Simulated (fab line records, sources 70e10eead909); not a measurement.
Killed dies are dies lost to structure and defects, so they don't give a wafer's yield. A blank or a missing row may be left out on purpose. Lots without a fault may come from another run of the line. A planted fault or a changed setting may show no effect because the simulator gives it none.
Which tool did it? | flow nand_harc | 14 lots, 42 wafers sampled, at 4 steps of a route of 1302

WHAT THE GAUGES READ, wafer by wafer
NHARC_A_SLIT_CD_MEAS_21. Usual: cd_nm 289.3 nm, standard deviation 0.89.
lot  | measured     | on        | cd_nm (nm)        | flag
L211 | day 20 03:09 | cd_sem-02 | 290.4 290.4 290.2 |
L215 | day 21 01:28 | cd_sem-01 | 290.1 289.5 290.4 |
L213 | day 21 05:17 | cd_sem-01 | 290.2 289.4 289.2 |
L214 | day 21 04:53 | cd_sem-03 | 290.5 290.6 290.8 |
L216 | day 21 16:13 | cd_sem-03 | 288.7 288.6 288.8 |
L217 | day 21 16:49 | cd_sem-01 | 289.4 289.1 289.7 |
L220 | day 24 04:02 | cd_sem-03 | 289.4 290.0 290.0 |
L224 | day 26 08:28 | cd_sem-01 | 290.1 291.0 290.2 |
L227 | day 26 21:56 | cd_sem-01 | 289.9 289.6 289.3 |
L229 | day 27 11:23 | cd_sem-01 | 286.8 286.9 288.1 |
L230 | day 27 15:11 | cd_sem-02 | 288.2 287.9 288.9 |
L232 | day 29 09:27 | cd_sem-03 | 288.7 288.3 288.8 |
L234 | day 29 17:38 | cd_sem-02 | 291.4 290.1 290.1 |
L233 | day 29 20:10 | cd_sem-02 | 288.5 289.1 289.0 |

WHICH TOOL RAN EACH LOT (tool, then ch and the chambers of the sampled wafers, then the start)
lot  | NHARC_A_SLIT_DESCUM_14             | NHARC_A_SLIT_ETCH_24               | NHARC_A_SLIT_ETCH_29
L211 | rie_diel-01 ch 0,1, day 19 20:31   | rie_diel-01 ch 0,2,3, day 19 20:37 | rie_diel-02 ch 0,1,2, day 20 02:38
L215 | rie_diel-05 ch 2,3, day 20 15:49   | rie_diel-05 ch 1,2, day 20 15:54   | rie_diel-02 ch 1,3, day 21 00:56
L213 | rie_diel-01 ch 0,3, day 20 16:18   | rie_diel-01 ch 0,3, day 20 16:23   | rie_diel-02 ch 0,1, day 21 04:44
L214 | rie_diel-02 ch 1,3, day 20 16:29   | rie_diel-02 ch 0,1,3, day 20 16:34 | rie_diel-01 ch 0,3, day 21 04:14
L216 | rie_diel-05 ch 1,2, day 21 09:54   | rie_diel-05 ch 0,2,3, day 21 10:00 | rie_diel-05 ch 2,3, day 21 15:40
L217 | rie_diel-01 ch 0,1,3, day 21 10:33 | rie_diel-01 ch 0,1, day 21 10:37   | rie_diel-01 ch 1,2,3, day 21 16:17
L220 | rie_diel-02 ch 0,1,2, day 23 20:46 | rie_diel-02 ch 0,1,2, day 23 20:53 | rie_diel-01 ch 0,3, day 24 03:29
L224 | rie_diel-01 ch 1,3, day 26 01:38   | rie_diel-01 ch 0,2, day 26 01:43   | rie_diel-05 ch 0,3, day 26 07:55
L227 | rie_diel-02 ch 0,1, day 26 15:35   | rie_diel-02 ch 1,2,3, day 26 15:41 | rie_diel-05 ch 0,1,2, day 26 21:25
L229 | rie_diel-05 ch 0,2, day 27 05:02   | rie_diel-05 ch 0,1,2, day 27 05:08 | rie_diel-01 ch 1,3, day 27 10:50
L230 | rie_diel-01 ch 1,2,3, day 27 05:39 | rie_diel-01 ch 0,2,3, day 27 06:22 | rie_diel-01 ch 1,2,3, day 27 14:39
L232 | rie_diel-01 ch 0,1,2, day 29 03:08 | rie_diel-01 ch 0,2,3, day 29 03:14 | rie_diel-02 ch 0,1,3, day 29 08:54
L234 | rie_diel-01 ch 0,2,3, day 29 11:16 | rie_diel-01 ch 0,1, day 29 11:20   | rie_diel-05 ch 0,2,3, day 29 17:05
L233 | rie_diel-05 ch 0,1, day 29 13:48   | rie_diel-05 ch 0,2, day 29 13:53   | rie_diel-01 ch 0,2,3, day 29 19:38
- NHARC_A_SLIT_DESCUM_14: chemistry O2, time 3 s.
- NHARC_A_SLIT_ETCH_24: etches the open film in CF4/CHF3, target depth 121 nm, time 60.5 s.
- NHARC_A_SLIT_ETCH_29: etches the open film in CF4/O2, target depth 100 nm, overetch 10 nm, time 55 s.

WHAT THE TOOLS THEMSELVES READ (means of the sampled wafers that have a number; where no wafer has one, the mark that the record gives instead)
NHARC_A_SLIT_DESCUM_14. Usual: drypump_motor_current_A 5.7 A, standard deviation 0.49; oes_product_au 0.998 a.u., standard deviation 0.01; rf_vpp_V 57.9 V, standard deviation 0.82; showerhead_plenum_p_Torr 1.94 Torr, standard deviation 0.079; throttle_valve_pct 11.311 %, standard deviation 0.0082.
lot  | tool        | drypump_motor_current_A (A) | oes_product_au (a.u.) | rf_vpp_V (V) | showerhead_plenum_p_Torr (Torr) | throttle_valve_pct (%) | flag
L211 | rie_diel-01 | 6.2                         | 0.997                 | 58.4         | 1.99                            | 11.313                 |
L215 | rie_diel-05 | 5.4                         | 1.000                 | 58.4         | 1.99                            | 11.310                 |
L213 | rie_diel-01 | 6.1                         | 0.994                 | 57.7         | 2.02                            | 11.310                 |
L214 | rie_diel-02 | 5.2                         | 0.985                 | 58.2         | 1.90                            | 11.310                 |
L216 | rie_diel-05 | 5.3                         | 0.986                 | 58.6         | 1.96                            | 11.318                 |
L217 | rie_diel-01 | 6.2                         | 1.000                 | 58.2         | 2.00                            | 11.306                 |
L220 | rie_diel-02 | 5.4                         | 0.986                 | 57.6         | 1.92                            | 11.322                 |
L224 | rie_diel-01 | 6.1                         | 1.003                 | 57.8         | 2.00                            | 11.310                 |
L227 | rie_diel-02 | 5.0                         | 0.999                 | 58.4         | 1.93                            | 11.321                 |
L229 | rie_diel-05 | 5.0                         | 1.002                 | 57.8         | 2.01                            | 11.311                 |
L230 | rie_diel-01 | 5.9                         | 1.002                 | 57.8         | 1.94                            | 11.309                 |
L232 | rie_diel-01 | 5.9                         | 1.013                 | 58.1         | 1.92                            | 11.313                 |
L234 | rie_diel-01 | 5.9                         | 1.001                 | 57.9         | 1.94                            | 11.310                 |
L233 | rie_diel-05 | 5.6                         | 0.997                 | 57.8         | 1.86                            | 11.300                 |

NHARC_A_SLIT_ETCH_24. Usual: drypump_motor_current_A 5.7 A, standard deviation 0.49; oes_product_au 0.959 a.u., standard deviation 0.015; rf_vpp_V 371.3 V, standard deviation 2.2; run_length_s 81.9 s, standard deviation 0.49; showerhead_plenum_p_Torr 1.59 Torr, standard deviation 0.061; throttle_valve_pct 16.801 %, standard deviation 0.0099.
lot  | tool        | drypump_motor_current_A (A) | oes_product_au (a.u.) | rf_vpp_V (V) | run_length_s (s) | showerhead_plenum_p_Torr (Torr) | throttle_valve_pct (%) | flag
L211 | rie_diel-01 | 5.9                         | 0.964                 | 371.3        | 82.4             | 1.60                            | 16.798                 |
L215 | rie_diel-05 | 5.5                         | 0.960                 | 370.2        | 81.6             | 1.55                            | 16.806                 |
L213 | rie_diel-01 | 6.2                         | 0.946                 | 373.2        | 82.2             | 1.64                            | 16.796                 |
L214 | rie_diel-02 | 5.0                         | 0.975                 | 371.4        | 81.9             | 1.59                            | 16.799                 |
L216 | rie_diel-05 | 5.3                         | 0.924                 | 371.9        | 81.4             | 1.61                            | 16.803                 |
L217 | rie_diel-01 | 6.2                         | 0.927                 | 372.5        | 82.0             | 1.63                            | 16.804                 |
L220 | rie_diel-02 | 5.4                         | 0.951                 | 370.3        | 81.8             | 1.58                            | 16.809                 |
L224 | rie_diel-01 | 6.0                         | 0.967                 | 371.2        | 82.4             | 1.58                            | 16.793                 |
L227 | rie_diel-02 | 5.4                         | 0.960                 | 370.2        | 82.4             | 1.58                            | 16.795                 |
L229 | rie_diel-05 | 5.3                         | 0.963                 | 370.7        | 81.5             | 1.59                            | 16.804                 |
L230 | rie_diel-01 | 5.9                         | 0.945                 | 370.1        | 82.4             | 1.59                            | 16.807                 |
L232 | rie_diel-01 | 5.9                         | 0.967                 | 370.8        | 82.2             | 1.59                            | 16.803                 |
L234 | rie_diel-01 | 6.2                         | 0.987                 | 372.5        | 81.8             | 1.63                            | 16.796                 |
L233 | rie_diel-05 | 5.0                         | 0.967                 | 371.7        | 81.8             | 1.64                            | 16.799                 |

NHARC_A_SLIT_ETCH_29. Usual: drypump_motor_current_A 5.5 A, standard deviation 0.51; oes_product_au 0.998 a.u., standard deviation 0.011; rf_vpp_V 198.2 V, standard deviation 1.3; run_length_s 76.3 s, standard deviation 0.51; showerhead_plenum_p_Torr 1.35 Torr, standard deviation 0.051; throttle_valve_pct 13.397 %, standard deviation 0.0097.
lot  | tool        | drypump_motor_current_A (A) | oes_product_au (a.u.) | rf_vpp_V (V) | run_length_s (s) | showerhead_plenum_p_Torr (Torr) | throttle_valve_pct (%) | flag
L211 | rie_diel-02 | 5.4                         | 0.982                 | 197.9        | 76.4             | 1.34                            | 13.400                 |
L215 | rie_diel-02 | 5.2                         | 0.994                 | 197.9        | 76.3             | 1.33                            | 13.397                 |
L213 | rie_diel-02 | 5.0                         | 1.002                 | 198.9        | 75.9             | 1.35                            | 13.399                 |
L214 | rie_diel-01 | 6.2                         | 0.994                 | 199.3        | 76.7             | 1.40                            | 13.389                 |
L216 | rie_diel-05 | 5.7                         | 1.014                 | 197.7        | 76.2             | 1.35                            | 13.391                 |
L217 | rie_diel-01 | 5.8                         | 0.995                 | 198.8        | 76.7             | 1.35                            | 13.397                 |
L220 | rie_diel-01 | 6.2                         | 0.988                 | 198.5        | 76.8             | 1.41                            | 13.389                 |
L224 | rie_diel-05 | 5.7                         | 1.006                 | 199.9        | 74.3             | 1.34                            | 13.399                 | OFF
L227 | rie_diel-05 | 5.3                         | 0.997                 | 199.0        | 74.5             | 1.35                            | 13.391                 | OFF
L229 | rie_diel-01 | 6.1                         | 0.999                 | 199.0        | 76.4             | 1.40                            | 13.409                 |
L230 | rie_diel-01 | 5.9                         | 1.003                 | 198.6        | 76.3             | 1.35                            | 13.398                 |
L232 | rie_diel-02 | 5.0                         | 0.999                 | 198.0        | 76.4             | 1.35                            | 13.403                 |
L234 | rie_diel-05 | 5.4                         | 1.006                 | 198.3        | 76.1             | 1.37                            | 13.394                 |
L233 | rie_diel-01 | 5.9                         | 0.998                 | 198.5        | 76.7             | 1.35                            | 13.399                 |

THE ANSWER, worked out from the rows above alone
Rule: a lot is off if the mean of its wafers that have a number lies more than 3 standard deviations from the usual mean. A lot without any number at a reading at which 4 lots or more have one is off too. The other lots that the step has rows for count as sound. The gauges are gone through in route order, then the tools' own readings, and for those a lot's mean is taken as printed above. The first step at which some lot is off is used, and at that step the reading that is off furthest; a lot without a number counts as furthest.
Off: L224, L227, at NHARC_A_SLIT_ETCH_29 (run_length_s).
A tool fits if, at that step or a process step before it, it ran every lot that is off, and no sound lot after the first of them. None of those tried fits.

WHAT THE SIMULATOR HAD PUT IN
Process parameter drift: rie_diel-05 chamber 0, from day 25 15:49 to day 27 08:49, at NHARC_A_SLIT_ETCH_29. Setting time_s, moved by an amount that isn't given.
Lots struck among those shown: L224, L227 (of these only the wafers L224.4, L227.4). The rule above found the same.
